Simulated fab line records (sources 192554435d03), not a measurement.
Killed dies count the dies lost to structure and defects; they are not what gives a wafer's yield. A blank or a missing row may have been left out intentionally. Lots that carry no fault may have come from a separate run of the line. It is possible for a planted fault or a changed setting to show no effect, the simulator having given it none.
Which tool is to blame? :: flow n5-finfet :: Sampling: 24 lots, 72 wafers, 6 of 1938 route steps

## WHAT THE GAUGES READ, wafer by wafer
The record holds no reading of a measuring or inspecting step that can be judged against a usual standard deviation.

## EACH LOT AND THE TOOL THAT RAN IT (in order: tool; ch and the chambers of the sampled wafers; start)
lot: L074
N5_BEOL_M2_SPUTTER_94: pvd-sputter-02, day 7 05:07
N5_BEOL_M2_CO_CAP_55: cvd-co-02 ch 1,2, day 7 06:12
N5_BEOL_M3_ETCHBACK_99: rie-diel-02 ch 1,3, day 7 11:03
N5_BEOL_M3_DEGAS_44: pvd-sputter-03, day 7 11:38
N5_BEOL_M3_SPUTTER_48: pvd-sputter-02, day 7 12:29
N5_BEOL_M3_ANNEAL_80: pvd-sputter-02, day 7 12:47

lot: L075
N5_BEOL_M2_SPUTTER_94: pvd-sputter-01, day 7 05:15
N5_BEOL_M2_CO_CAP_55: cvd-co-01 ch 1,2, day 7 06:20
N5_BEOL_M3_ETCHBACK_99: rie-diel-04 ch 0,1, day 7 11:05
N5_BEOL_M3_DEGAS_44: pvd-sputter-01, day 7 11:43
N5_BEOL_M3_SPUTTER_48: pvd-sputter-03, day 7 12:30
N5_BEOL_M3_ANNEAL_80: pvd-sputter-03, day 7 12:48

lot: L077
N5_BEOL_M2_SPUTTER_94: pvd-sputter-03, day 7 10:59
N5_BEOL_M2_CO_CAP_55: cvd-co-01 ch 0,2, day 7 12:16
N5_BEOL_M3_ETCHBACK_99: rie-diel-02 ch 0,2, day 8 00:57
N5_BEOL_M3_DEGAS_44: pvd-sputter-01, day 8 02:20
N5_BEOL_M3_SPUTTER_48: pvd-sputter-02, day 8 02:58
N5_BEOL_M3_ANNEAL_80: pvd-sputter-02, day 8 03:16

lot: L076
N5_BEOL_M2_SPUTTER_94: pvd-sputter-01, day 7 11:08
N5_BEOL_M2_CO_CAP_55: cvd-co-02 ch 0,1,2, day 7 12:30
N5_BEOL_M3_ETCHBACK_99: rie-diel-04 ch 1,2,3, day 8 02:27
N5_BEOL_M3_DEGAS_44: pvd-sputter-01, day 8 03:14
N5_BEOL_M3_SPUTTER_48: pvd-sputter-01, day 8 04:08
N5_BEOL_M3_ANNEAL_80: pvd-sputter-01, day 8 04:26

lot: L078
N5_BEOL_M2_SPUTTER_94: pvd-sputter-02, day 7 17:02
N5_BEOL_M2_CO_CAP_55: cvd-co-01 ch 0,1,2, day 7 18:08
N5_BEOL_M3_ETCHBACK_99: rie-diel-02 ch 0,3, day 8 01:47
N5_BEOL_M3_DEGAS_44: pvd-sputter-03, day 8 02:59
N5_BEOL_M3_SPUTTER_48: pvd-sputter-03, day 8 03:40
N5_BEOL_M3_ANNEAL_80: pvd-sputter-03, day 8 03:58

lot: L079
N5_BEOL_M2_SPUTTER_94: pvd-sputter-03, day 7 23:09
N5_BEOL_M2_CO_CAP_55: cvd-co-01 ch 1,2, day 8 00:17
N5_BEOL_M3_ETCHBACK_99: rie-diel-04 ch 0,1,3, day 8 06:23
N5_BEOL_M3_DEGAS_44: pvd-sputter-02, day 8 07:09
N5_BEOL_M3_SPUTTER_48: pvd-sputter-01, day 8 07:49
N5_BEOL_M3_ANNEAL_80: pvd-sputter-01, day 8 08:07

lot: L081
N5_BEOL_M2_SPUTTER_94: pvd-sputter-02, day 8 10:51
N5_BEOL_M2_CO_CAP_55: cvd-co-02 ch 0,2, day 8 11:56
N5_BEOL_M3_ETCHBACK_99: rie-diel-06 ch 0,2,3, day 8 15:41
N5_BEOL_M3_DEGAS_44: pvd-sputter-02, day 8 16:19
N5_BEOL_M3_SPUTTER_48: pvd-sputter-03, day 8 17:23
N5_BEOL_M3_ANNEAL_80: pvd-sputter-03, day 8 17:41

lot: L080
N5_BEOL_M2_SPUTTER_94: pvd-sputter-01, day 8 11:14
N5_BEOL_M2_CO_CAP_55: cvd-co-02 ch 0,1,2, day 8 12:19
N5_BEOL_M3_ETCHBACK_99: rie-diel-02 ch 0,3, day 8 17:08
N5_BEOL_M3_DEGAS_44: pvd-sputter-02, day 8 18:35
N5_BEOL_M3_SPUTTER_48: pvd-sputter-02, day 8 19:13
N5_BEOL_M3_ANNEAL_80: pvd-sputter-02, day 8 19:31

lot: L082
N5_BEOL_M2_SPUTTER_94: pvd-sputter-02, day 8 22:55
N5_BEOL_M2_CO_CAP_55: cvd-co-01 ch 0,1,2, day 9 00:00
N5_BEOL_M3_ETCHBACK_99: rie-diel-04 ch 0,1,3, day 9 02:19
N5_BEOL_M3_DEGAS_44: pvd-sputter-01, day 9 03:13
N5_BEOL_M3_SPUTTER_48: pvd-sputter-02, day 9 04:08
N5_BEOL_M3_ANNEAL_80: pvd-sputter-02, day 9 04:26

lot: L083
N5_BEOL_M2_SPUTTER_94: pvd-sputter-01, day 9 02:20
N5_BEOL_M2_CO_CAP_55: cvd-co-01 ch 0,1,2, day 9 03:25
N5_BEOL_M3_ETCHBACK_99: rie-diel-06 ch 1,2, day 9 12:50
N5_BEOL_M3_DEGAS_44: pvd-sputter-01, day 9 13:32
N5_BEOL_M3_SPUTTER_48: pvd-sputter-01, day 9 14:16
N5_BEOL_M3_ANNEAL_80: pvd-sputter-01, day 9 14:34

lot: L084
N5_BEOL_M2_SPUTTER_94: pvd-sputter-03, day 9 12:33
N5_BEOL_M2_CO_CAP_55: cvd-co-02 ch 0,1, day 9 13:38
N5_BEOL_M3_ETCHBACK_99: rie-diel-06 ch 0,2,3, day 9 19:14
N5_BEOL_M3_DEGAS_44: pvd-sputter-03, day 9 20:14
N5_BEOL_M3_SPUTTER_48: pvd-sputter-03, day 9 21:01
N5_BEOL_M3_ANNEAL_80: pvd-sputter-03, day 9 21:19

lot: L085
N5_BEOL_M2_SPUTTER_94: pvd-sputter-02, day 9 16:24
N5_BEOL_M2_CO_CAP_55: cvd-co-02 ch 0,1,2, day 9 17:33
N5_BEOL_M3_ETCHBACK_99: rie-diel-06 ch 0,2,3, day 9 23:10
N5_BEOL_M3_DEGAS_44: pvd-sputter-02, day 9 23:50
N5_BEOL_M3_SPUTTER_48: pvd-sputter-01, day 10 00:56
N5_BEOL_M3_ANNEAL_80: pvd-sputter-01, day 10 01:14

lot: L087
N5_BEOL_M2_SPUTTER_94: pvd-sputter-02, day 10 07:20
N5_BEOL_M2_CO_CAP_55: cvd-co-01 ch 0,1,2, day 10 08:25
N5_BEOL_M3_ETCHBACK_99: rie-diel-06 ch 1,2, day 10 12:20
N5_BEOL_M3_DEGAS_44: pvd-sputter-03, day 10 13:07
N5_BEOL_M3_SPUTTER_48: pvd-sputter-01, day 10 14:01
N5_BEOL_M3_ANNEAL_80: pvd-sputter-01, day 10 14:19

lot: L088
N5_BEOL_M2_SPUTTER_94: pvd-sputter-03, day 10 11:44
N5_BEOL_M2_CO_CAP_55: cvd-co-01 ch 0,1, day 10 12:49
N5_BEOL_M3_ETCHBACK_99: rie-diel-06 ch 0,1,3, day 10 15:15
N5_BEOL_M3_DEGAS_44: pvd-sputter-03, day 10 16:04
N5_BEOL_M3_SPUTTER_48: pvd-sputter-02, day 10 17:28
N5_BEOL_M3_ANNEAL_80: pvd-sputter-02, day 10 17:46

lot: L086
N5_BEOL_M2_SPUTTER_94: pvd-sputter-02, day 10 12:10
N5_BEOL_M2_CO_CAP_55: cvd-co-02 ch 1,2, day 10 13:15
N5_BEOL_M3_ETCHBACK_99: rie-diel-04 ch 1,2,3, day 10 18:09
N5_BEOL_M3_DEGAS_44: pvd-sputter-03, day 10 19:31
N5_BEOL_M3_SPUTTER_48: pvd-sputter-03, day 10 20:11
N5_BEOL_M3_ANNEAL_80: pvd-sputter-03, day 10 20:29

lot: L089
N5_BEOL_M2_SPUTTER_94: pvd-sputter-02, day 10 17:10
N5_BEOL_M2_CO_CAP_55: cvd-co-01 ch 0,2, day 10 18:16
N5_BEOL_M3_ETCHBACK_99: rie-diel-02 ch 0,1,2, day 10 22:14
N5_BEOL_M3_DEGAS_44: pvd-sputter-02, day 10 22:59
N5_BEOL_M3_SPUTTER_48: pvd-sputter-02, day 11 01:12
N5_BEOL_M3_ANNEAL_80: pvd-sputter-02, day 11 01:30

lot: L090
N5_BEOL_M2_SPUTTER_94: pvd-sputter-03, day 10 18:34
N5_BEOL_M2_CO_CAP_55: cvd-co-02 ch 0,1,2, day 10 19:39
N5_BEOL_M3_ETCHBACK_99: rie-diel-04 ch 1,2, day 11 01:04
N5_BEOL_M3_DEGAS_44: pvd-sputter-01, day 11 02:04
N5_BEOL_M3_SPUTTER_48: pvd-sputter-01, day 11 02:59
N5_BEOL_M3_ANNEAL_80: pvd-sputter-01, day 11 03:17

lot: L091
N5_BEOL_M2_SPUTTER_94: pvd-sputter-02, day 11 00:54
N5_BEOL_M2_CO_CAP_55: cvd-co-01 ch 0,1,2, day 11 01:59
N5_BEOL_M3_ETCHBACK_99: rie-diel-04 ch 0,3, day 11 06:43
N5_BEOL_M3_DEGAS_44: pvd-sputter-01, day 11 07:31
N5_BEOL_M3_SPUTTER_48: pvd-sputter-01, day 11 08:10
N5_BEOL_M3_ANNEAL_80: pvd-sputter-01, day 11 08:28

lot: L092
N5_BEOL_M2_SPUTTER_94: pvd-sputter-03, day 11 09:21
N5_BEOL_M2_CO_CAP_55: cvd-co-02 ch 0,1,2, day 11 10:26
N5_BEOL_M3_ETCHBACK_99: rie-diel-02 ch 1,2, day 11 21:47
N5_BEOL_M3_DEGAS_44: pvd-sputter-02, day 11 22:24
N5_BEOL_M3_SPUTTER_48: pvd-sputter-02, day 12 00:44
N5_BEOL_M3_ANNEAL_80: pvd-sputter-02, day 12 01:02

lot: L093
N5_BEOL_M2_SPUTTER_94: pvd-sputter-03, day 11 12:35
N5_BEOL_M2_CO_CAP_55: cvd-co-01 ch 1,2, day 11 13:53
N5_BEOL_M3_ETCHBACK_99: rie-diel-04 ch 0,1,2, day 11 21:19
N5_BEOL_M3_DEGAS_44: pvd-sputter-02, day 11 22:08
N5_BEOL_M3_SPUTTER_48: pvd-sputter-02, day 11 22:54
N5_BEOL_M3_ANNEAL_80: pvd-sputter-02, day 11 23:12

lot: L094
N5_BEOL_M2_SPUTTER_94: pvd-sputter-01, day 12 06:18
N5_BEOL_M2_CO_CAP_55: cvd-co-02 ch 0,1,2, day 12 07:23
N5_BEOL_M3_ETCHBACK_99: rie-diel-02 ch 0,1,2, day 12 12:47
N5_BEOL_M3_DEGAS_44: pvd-sputter-02, day 12 13:34
N5_BEOL_M3_SPUTTER_48: pvd-sputter-01, day 12 15:44
N5_BEOL_M3_ANNEAL_80: pvd-sputter-01, day 12 16:02

lot: L096
N5_BEOL_M2_SPUTTER_94: pvd-sputter-02, day 12 08:24
N5_BEOL_M2_CO_CAP_55: cvd-co-02 ch 0,1,2, day 12 09:44
N5_BEOL_M3_ETCHBACK_99: rie-diel-02 ch 0,3, day 12 15:43
N5_BEOL_M3_DEGAS_44: pvd-sputter-03, day 12 16:23
N5_BEOL_M3_SPUTTER_48: pvd-sputter-03, day 12 16:58
N5_BEOL_M3_ANNEAL_80: pvd-sputter-03, day 12 17:16

lot: L095
N5_BEOL_M2_SPUTTER_94: pvd-sputter-02, day 12 11:13
N5_BEOL_M2_CO_CAP_55: cvd-co-01 ch 0,2, day 12 12:19
N5_BEOL_M3_ETCHBACK_99: rie-diel-02 ch 1,3, day 12 16:52
N5_BEOL_M3_DEGAS_44: pvd-sputter-02, day 12 17:45
N5_BEOL_M3_SPUTTER_48: pvd-sputter-02, day 12 18:32
N5_BEOL_M3_ANNEAL_80: pvd-sputter-02, day 12 18:50

lot: L097
N5_BEOL_M2_SPUTTER_94: pvd-sputter-03, day 12 12:47
N5_BEOL_M2_CO_CAP_55: cvd-co-02 ch 0,1, day 12 14:10
N5_BEOL_M3_ETCHBACK_99: rie-diel-04 ch 2,3, day 12 18:28
N5_BEOL_M3_DEGAS_44: pvd-sputter-03, day 12 19:25
N5_BEOL_M3_SPUTTER_48: pvd-sputter-03, day 12 20:02
N5_BEOL_M3_ANNEAL_80: pvd-sputter-03, day 12 20:20
- N5_BEOL_M2_SPUTTER_94: material Cu, target thk 4.5 nm, time 8.29 s.
- N5_BEOL_M2_CO_CAP_55: material Co, precursor CCTBA/H2, target thk 2 nm, time 102.1 s.
- N5_BEOL_M3_ETCHBACK_99: etches SiO2 in CHF3, target depth 5 nm, time 10.4 s.
- N5_BEOL_M3_DEGAS_44: time 60 s.
- N5_BEOL_M3_SPUTTER_48: material Cu, target thk 4.5 nm, time 8.29 s.
- N5_BEOL_M3_ANNEAL_80: time 240 s.

## WHAT THE TOOLS THEMSELVES READ (means of the sampled wafers that have a number; where no wafer has one, the mark that the record gives instead)
N5_BEOL_M2_SPUTTER_94.
lot: L074
tool: pvd-sputter-02
chamber-pressure-pa (Pa): 0.07003
throttle-valve-pct (%): 31.2

lot: L075
tool: pvd-sputter-01
chamber-pressure-pa (Pa): 0.06985
throttle-valve-pct (%): 30.1

lot: L077
tool: pvd-sputter-03
chamber-pressure-pa (Pa): 0.07007
throttle-valve-pct (%): 31.1

lot: L076
tool: pvd-sputter-01
chamber-pressure-pa (Pa): 0.06998
throttle-valve-pct (%): 29.0

lot: L078
tool: pvd-sputter-02
chamber-pressure-pa (Pa): 0.06998
throttle-valve-pct (%): 31.2

lot: L079
tool: pvd-sputter-03
chamber-pressure-pa (Pa): 0.07011
throttle-valve-pct (%): 31.7

lot: L081
tool: pvd-sputter-02
chamber-pressure-pa (Pa): 0.06997
throttle-valve-pct (%): 29.9

lot: L080
tool: pvd-sputter-01
chamber-pressure-pa (Pa): 0.07007
throttle-valve-pct (%): 29.4

lot: L082
tool: pvd-sputter-02
chamber-pressure-pa (Pa): 0.06995
throttle-valve-pct (%): 29.8

lot: L083
tool: pvd-sputter-01
chamber-pressure-pa (Pa): 0.07017
throttle-valve-pct (%): 29.2

lot: L084
tool: pvd-sputter-03
chamber-pressure-pa (Pa): 0.07005
throttle-valve-pct (%): 30.3

lot: L085
tool: pvd-sputter-02
chamber-pressure-pa (Pa): 0.07008
throttle-valve-pct (%): 30.4

lot: L087
tool: pvd-sputter-02
chamber-pressure-pa (Pa): 0.07001
throttle-valve-pct (%): 29.2

lot: L088
tool: pvd-sputter-03
chamber-pressure-pa (Pa): 0.07001
throttle-valve-pct (%): 31.0

lot: L086
tool: pvd-sputter-02
chamber-pressure-pa (Pa): 0.06996
throttle-valve-pct (%): 31.4

lot: L089
tool: pvd-sputter-02
chamber-pressure-pa (Pa): 0.07007
throttle-valve-pct (%): 30.0

lot: L090
tool: pvd-sputter-03
chamber-pressure-pa (Pa): 0.07009
throttle-valve-pct (%): 31.7

lot: L091
tool: pvd-sputter-02
chamber-pressure-pa (Pa): 0.07005
throttle-valve-pct (%): 30.5

lot: L092
tool: pvd-sputter-03
chamber-pressure-pa (Pa): 0.07000
throttle-valve-pct (%): 31.1

lot: L093
tool: pvd-sputter-03
chamber-pressure-pa (Pa): 0.07002
throttle-valve-pct (%): 30.1

lot: L094
tool: pvd-sputter-01
chamber-pressure-pa (Pa): 0.07003
throttle-valve-pct (%): 28.9

lot: L096
tool: pvd-sputter-02
chamber-pressure-pa (Pa): 0.07003
throttle-valve-pct (%): 28.5

lot: L095
tool: pvd-sputter-02
chamber-pressure-pa (Pa): 0.07002
throttle-valve-pct (%): 30.8

lot: L097
tool: pvd-sputter-03
chamber-pressure-pa (Pa): 0.07003
throttle-valve-pct (%): 30.3

N5_BEOL_M2_CO_CAP_55.
lot: L074
tool: cvd-co-02
heater-power-w (W): 245

lot: L075
tool: cvd-co-01
heater-power-w (W): 217

lot: L077
tool: cvd-co-01
heater-power-w (W): 201

lot: L076
tool: cvd-co-02
heater-power-w (W): 242

lot: L078
tool: cvd-co-01
heater-power-w (W): 220

lot: L079
tool: cvd-co-01
heater-power-w (W): 203

lot: L081
tool: cvd-co-02
heater-power-w (W): 239

lot: L080
tool: cvd-co-02
heater-power-w (W): 242

lot: L082
tool: cvd-co-01
heater-power-w (W): 218

lot: L083
tool: cvd-co-01
heater-power-w (W): 218

lot: L084
tool: cvd-co-02
heater-power-w (W): 233

lot: L085
tool: cvd-co-02
heater-power-w (W): 240

lot: L087
tool: cvd-co-01
heater-power-w (W): 219

lot: L088
tool: cvd-co-01
heater-power-w (W): 231

lot: L086
tool: cvd-co-02
heater-power-w (W): 244

lot: L089
tool: cvd-co-01
heater-power-w (W): 203

lot: L090
tool: cvd-co-02
heater-power-w (W): 239

lot: L091
tool: cvd-co-01
heater-power-w (W): 218

lot: L092
tool: cvd-co-02
heater-power-w (W): 242

lot: L093
tool: cvd-co-01
heater-power-w (W): 219

lot: L094
tool: cvd-co-02
heater-power-w (W): 242

lot: L096
tool: cvd-co-02
heater-power-w (W): 242

lot: L095
tool: cvd-co-01
heater-power-w (W): 206

lot: L097
tool: cvd-co-02
heater-power-w (W): 232

N5_BEOL_M3_ETCHBACK_99.
lot: L074
tool: rie-diel-02
drypump-motor-current-A (A): 5.7
oes_f_703_au (a.u.): 0.88
oes-product-au (a.u.): 0.89
rf-vpp-V (V): 238
showerhead-plenum-p-Torr (Torr): 2.28
throttle-valve-pct (%): 16.68

lot: L075
tool: rie-diel-04
drypump-motor-current-A (A): 5.6
oes_f_703_au (a.u.): 0.85
oes-product-au (a.u.): 0.87
rf-vpp-V (V): 243
showerhead-plenum-p-Torr (Torr): 2.11
throttle-valve-pct (%): 16.81

lot: L077
tool: rie-diel-02
drypump-motor-current-A (A): 5.6
oes_f_703_au (a.u.): 0.77
oes-product-au (a.u.): 0.77
rf-vpp-V (V): 239
showerhead-plenum-p-Torr (Torr): 2.20
throttle-valve-pct (%): 17.36

lot: L076
tool: rie-diel-04
drypump-motor-current-A (A): 5.6
oes_f_703_au (a.u.): 0.83
oes-product-au (a.u.): 0.81
rf-vpp-V (V): 238
showerhead-plenum-p-Torr (Torr): 2.14
throttle-valve-pct (%): 17.10

lot: L078
tool: rie-diel-02
drypump-motor-current-A (A): 5.4
oes_f_703_au (a.u.): 0.79
oes-product-au (a.u.): 0.78
rf-vpp-V (V): 242
showerhead-plenum-p-Torr (Torr): 2.28
throttle-valve-pct (%): 17.15

lot: L079
tool: rie-diel-04
drypump-motor-current-A (A): 5.7
oes_f_703_au (a.u.): 0.84
oes-product-au (a.u.): 0.86
rf-vpp-V (V): 241
showerhead-plenum-p-Torr (Torr): 2.14
throttle-valve-pct (%): 16.95

lot: L081
tool: rie-diel-06
drypump-motor-current-A (A): 5.7
oes_f_703_au (a.u.): 0.77
oes-product-au (a.u.): 0.77
rf-vpp-V (V): 242
showerhead-plenum-p-Torr (Torr): 2.17
throttle-valve-pct (%): 16.98

lot: L080
tool: rie-diel-02
drypump-motor-current-A (A): 5.6
oes_f_703_au (a.u.): 0.81
oes-product-au (a.u.): 0.80
rf-vpp-V (V): 241
showerhead-plenum-p-Torr (Torr): 2.28
throttle-valve-pct (%): 16.91

lot: L082
tool: rie-diel-04
drypump-motor-current-A (A): 5.7
oes_f_703_au (a.u.): 0.83
oes-product-au (a.u.): 0.84
rf-vpp-V (V): 241
showerhead-plenum-p-Torr (Torr): 2.14
throttle-valve-pct (%): 16.97

lot: L083
tool: rie-diel-06
drypump-motor-current-A (A): 6.1
oes_f_703_au (a.u.): 0.84
oes-product-au (a.u.): 0.82
rf-vpp-V (V): 240
showerhead-plenum-p-Torr (Torr): 2.21
throttle-valve-pct (%): 16.82

lot: L084
tool: rie-diel-06
drypump-motor-current-A (A): 5.7
oes_f_703_au (a.u.): 0.76
oes-product-au (a.u.): 0.75
rf-vpp-V (V): 242
showerhead-plenum-p-Torr (Torr): 2.17
throttle-valve-pct (%): 16.98

lot: L085
tool: rie-diel-06
drypump-motor-current-A (A): 5.7
oes_f_703_au (a.u.): 0.76
oes-product-au (a.u.): 0.75
rf-vpp-V (V): 243
showerhead-plenum-p-Torr (Torr): 2.17
throttle-valve-pct (%): 16.98

lot: L087
tool: rie-diel-06
drypump-motor-current-A (A): 6.1
oes_f_703_au (a.u.): 0.83
oes-product-au (a.u.): 0.82
rf-vpp-V (V): 241
showerhead-plenum-p-Torr (Torr): 2.21
throttle-valve-pct (%): 16.83

lot: L088
tool: rie-diel-06
drypump-motor-current-A (A): 5.8
oes_f_703_au (a.u.): 0.78
oes-product-au (a.u.): 0.76
rf-vpp-V (V): 240
showerhead-plenum-p-Torr (Torr): 2.12
throttle-valve-pct (%): 16.97

lot: L086
tool: rie-diel-04
drypump-motor-current-A (A): 5.6
oes_f_703_au (a.u.): 0.80
oes-product-au (a.u.): 0.80
rf-vpp-V (V): 239
showerhead-plenum-p-Torr (Torr): 2.13
throttle-valve-pct (%): 17.15

lot: L089
tool: rie-diel-02
drypump-motor-current-A (A): 5.7
oes_f_703_au (a.u.): 0.79
oes-product-au (a.u.): 0.80
rf-vpp-V (V): 237
showerhead-plenum-p-Torr (Torr): 2.20
throttle-valve-pct (%): 17.18

lot: L090
tool: rie-diel-04
drypump-motor-current-A (A): 5.4
oes_f_703_au (a.u.): 0.72
oes-product-au (a.u.): 0.73
rf-vpp-V (V): 241
showerhead-plenum-p-Torr (Torr): 2.11
throttle-valve-pct (%): 17.18

lot: L091
tool: rie-diel-04
drypump-motor-current-A (A): 5.7
oes_f_703_au (a.u.): 0.88
oes-product-au (a.u.): 0.89
rf-vpp-V (V): 239
showerhead-plenum-p-Torr (Torr): 2.12
throttle-valve-pct (%): 16.81

lot: L092
tool: rie-diel-02
drypump-motor-current-A (A): 6.2
oes_f_703_au (a.u.): 0.80
oes-product-au (a.u.): 0.80
rf-vpp-V (V): 236
showerhead-plenum-p-Torr (Torr): 2.13
throttle-valve-pct (%): 17.14

lot: L093
tool: rie-diel-04
drypump-motor-current-A (A): 5.5
oes_f_703_au (a.u.): 0.79
oes-product-au (a.u.): 0.78
rf-vpp-V (V): 243
showerhead-plenum-p-Torr (Torr): 2.10
throttle-valve-pct (%): 17.02

lot: L094
tool: rie-diel-02
drypump-motor-current-A (A): 5.7
oes_f_703_au (a.u.): 0.78
oes-product-au (a.u.): 0.78
rf-vpp-V (V): 238
showerhead-plenum-p-Torr (Torr): 2.19
throttle-valve-pct (%): 17.20

lot: L096
tool: rie-diel-02
drypump-motor-current-A (A): 5.4
oes_f_703_au (a.u.): 0.76
oes-product-au (a.u.): 0.76
rf-vpp-V (V): 240
showerhead-plenum-p-Torr (Torr): 2.26
throttle-valve-pct (%): 17.22

lot: L095
tool: rie-diel-02
drypump-motor-current-A (A): 5.8
oes_f_703_au (a.u.): 0.82
oes-product-au (a.u.): 0.82
rf-vpp-V (V): 239
showerhead-plenum-p-Torr (Torr): 2.28
throttle-valve-pct (%): 16.74

lot: L097
tool: rie-diel-04
drypump-motor-current-A (A): 5.5
oes_f_703_au (a.u.): 0.85
oes-product-au (a.u.): 0.81
rf-vpp-V (V): 237
showerhead-plenum-p-Torr (Torr): 2.11
throttle-valve-pct (%): 17.15

N5_BEOL_M3_DEGAS_44.
lot: L074
tool: pvd-sputter-03
heater-power-w (W): 357

lot: L075
tool: pvd-sputter-01
heater-power-w (W): 334

lot: L077
tool: pvd-sputter-01
heater-power-w (W): 331

lot: L076
tool: pvd-sputter-01
heater-power-w (W): 330

lot: L078
tool: pvd-sputter-03
heater-power-w (W): 362

lot: L079
tool: pvd-sputter-02
heater-power-w (W): 358

lot: L081
tool: pvd-sputter-02
heater-power-w (W): 363

lot: L080
tool: pvd-sputter-02
heater-power-w (W): 360

lot: L082
tool: pvd-sputter-01
heater-power-w (W): 354

lot: L083
tool: pvd-sputter-01
heater-power-w (W): 319

lot: L084
tool: pvd-sputter-03
heater-power-w (W): 314

lot: L085
tool: pvd-sputter-02
heater-power-w (W): 358

lot: L087
tool: pvd-sputter-03
heater-power-w (W): 351

lot: L088
tool: pvd-sputter-03
heater-power-w (W): 341

lot: L086
tool: pvd-sputter-03
heater-power-w (W): 342

lot: L089
tool: pvd-sputter-02
heater-power-w (W): 368

lot: L090
tool: pvd-sputter-01
heater-power-w (W): 352

lot: L091
tool: pvd-sputter-01
heater-power-w (W): 354

lot: L092
tool: pvd-sputter-02
heater-power-w (W): 370

lot: L093
tool: pvd-sputter-02
heater-power-w (W): 360

lot: L094
tool: pvd-sputter-02
heater-power-w (W): 366

lot: L096
tool: pvd-sputter-03
heater-power-w (W): 340

lot: L095
tool: pvd-sputter-02
heater-power-w (W): 373

lot: L097
tool: pvd-sputter-03
heater-power-w (W): 324

N5_BEOL_M3_SPUTTER_48.
lot: L074
tool: pvd-sputter-02
chamber-pressure-pa (Pa): 0.07003
throttle-valve-pct (%): 30.9

lot: L075
tool: pvd-sputter-03
chamber-pressure-pa (Pa): 0.06986
throttle-valve-pct (%): 31.1

lot: L077
tool: pvd-sputter-02
chamber-pressure-pa (Pa): 0.06995
throttle-valve-pct (%): 31.8

lot: L076
tool: pvd-sputter-01
chamber-pressure-pa (Pa): 0.06998
throttle-valve-pct (%): 29.8

lot: L078
tool: pvd-sputter-03
chamber-pressure-pa (Pa): 0.07009
throttle-valve-pct (%): 30.5

lot: L079
tool: pvd-sputter-01
chamber-pressure-pa (Pa): 0.07004
throttle-valve-pct (%): 29.7

lot: L081
tool: pvd-sputter-03
chamber-pressure-pa (Pa): 0.06978
throttle-valve-pct (%): 30.2

lot: L080
tool: pvd-sputter-02
chamber-pressure-pa (Pa): 0.07022
throttle-valve-pct (%): 31.8

lot: L082
tool: pvd-sputter-02
chamber-pressure-pa (Pa): 0.07007
throttle-valve-pct (%): 31.3

lot: L083
tool: pvd-sputter-01
chamber-pressure-pa (Pa): 0.06981
throttle-valve-pct (%): 29.2

lot: L084
tool: pvd-sputter-03
chamber-pressure-pa (Pa): 0.07006
throttle-valve-pct (%): 30.4

lot: L085
tool: pvd-sputter-01
chamber-pressure-pa (Pa): 0.06990
throttle-valve-pct (%): 30.0

lot: L087
tool: pvd-sputter-01
chamber-pressure-pa (Pa): 0.07002
throttle-valve-pct (%): 29.0

lot: L088
tool: pvd-sputter-02
chamber-pressure-pa (Pa): 0.06976
throttle-valve-pct (%): 31.8

lot: L086
tool: pvd-sputter-03
chamber-pressure-pa (Pa): 0.07006
throttle-valve-pct (%): 30.2

lot: L089
tool: pvd-sputter-02
chamber-pressure-pa (Pa): 0.06984
throttle-valve-pct (%): 31.1

lot: L090
tool: pvd-sputter-01
chamber-pressure-pa (Pa): 0.06983
throttle-valve-pct (%): 29.0

lot: L091
tool: pvd-sputter-01
chamber-pressure-pa (Pa): 0.07008
throttle-valve-pct (%): 29.2

lot: L092
tool: pvd-sputter-02
chamber-pressure-pa (Pa): 0.06991
throttle-valve-pct (%): 29.1

lot: L093
tool: pvd-sputter-02
chamber-pressure-pa (Pa): 0.06999
throttle-valve-pct (%): 31.2

lot: L094
tool: pvd-sputter-01
chamber-pressure-pa (Pa): 0.06998
throttle-valve-pct (%): 29.6

lot: L096
tool: pvd-sputter-03
chamber-pressure-pa (Pa): 0.06997
throttle-valve-pct (%): 31.1

lot: L095
tool: pvd-sputter-02
chamber-pressure-pa (Pa): 0.06998
throttle-valve-pct (%): 30.5

lot: L097
tool: pvd-sputter-03
chamber-pressure-pa (Pa): 0.07000
throttle-valve-pct (%): 31.1

N5_BEOL_M3_ANNEAL_80.
lot: L074
tool: pvd-sputter-02
heater-power-w (W): 904

lot: L075
tool: pvd-sputter-03
heater-power-w (W): 895

lot: L077
tool: pvd-sputter-02
heater-power-w (W): 882

lot: L076
tool: pvd-sputter-01
heater-power-w (W): 791

lot: L078
tool: pvd-sputter-03
heater-power-w (W): 934

lot: L079
tool: pvd-sputter-01
heater-power-w (W): 799

lot: L081
tool: pvd-sputter-03
heater-power-w (W): 875

lot: L080
tool: pvd-sputter-02
heater-power-w (W): 909

lot: L082
tool: pvd-sputter-02
heater-power-w (W): 897

lot: L083
tool: pvd-sputter-01
heater-power-w (W): 824

lot: L084
tool: pvd-sputter-03
heater-power-w (W): 938

lot: L085
tool: pvd-sputter-01
heater-power-w (W): 790

lot: L087
tool: pvd-sputter-01
heater-power-w (W): 747

lot: L088
tool: pvd-sputter-02
heater-power-w (W): 862

lot: L086
tool: pvd-sputter-03
heater-power-w (W): 847

lot: L089
tool: pvd-sputter-02
heater-power-w (W): 926

lot: L090
tool: pvd-sputter-01
heater-power-w (W): 833

lot: L091
tool: pvd-sputter-01
heater-power-w (W): 836

lot: L092
tool: pvd-sputter-02
heater-power-w (W): 905

lot: L093
tool: pvd-sputter-02
heater-power-w (W): 908

lot: L094
tool: pvd-sputter-01
heater-power-w (W): 790

lot: L096
tool: pvd-sputter-03
heater-power-w (W): 897

lot: L095
tool: pvd-sputter-02
heater-power-w (W): 941

lot: L097
tool: pvd-sputter-03
heater-power-w (W): 908

## THE ANSWER, worked out from the rows above alone
Rule: the lots themselves supply what counts as usual. The widest of any qualifying gaps counts: lots, ordered by their means at a reading, are off when they make up no more than a third of the lots, leave a main group of 4 or more, and stand apart from it by 3 or more times the standard deviation of that group's means. If all means in a main group match to the digits the tables above print for the reading, that group is not used. A lot without any number at a reading at which 4 lots or more have one is off too. The other lots that the step has rows for count as sound. After the gauges, taken in route order, come the tools' own readings; for these a lot's mean is taken, as printed above. The first step at which some lot is off is used, and at that step the reading that is off furthest; a lot without a number counts as furthest.
Nothing can be told from this: no lot is off at any reading shown.

## WHAT WAS PUT IN BY THE SIMULATOR
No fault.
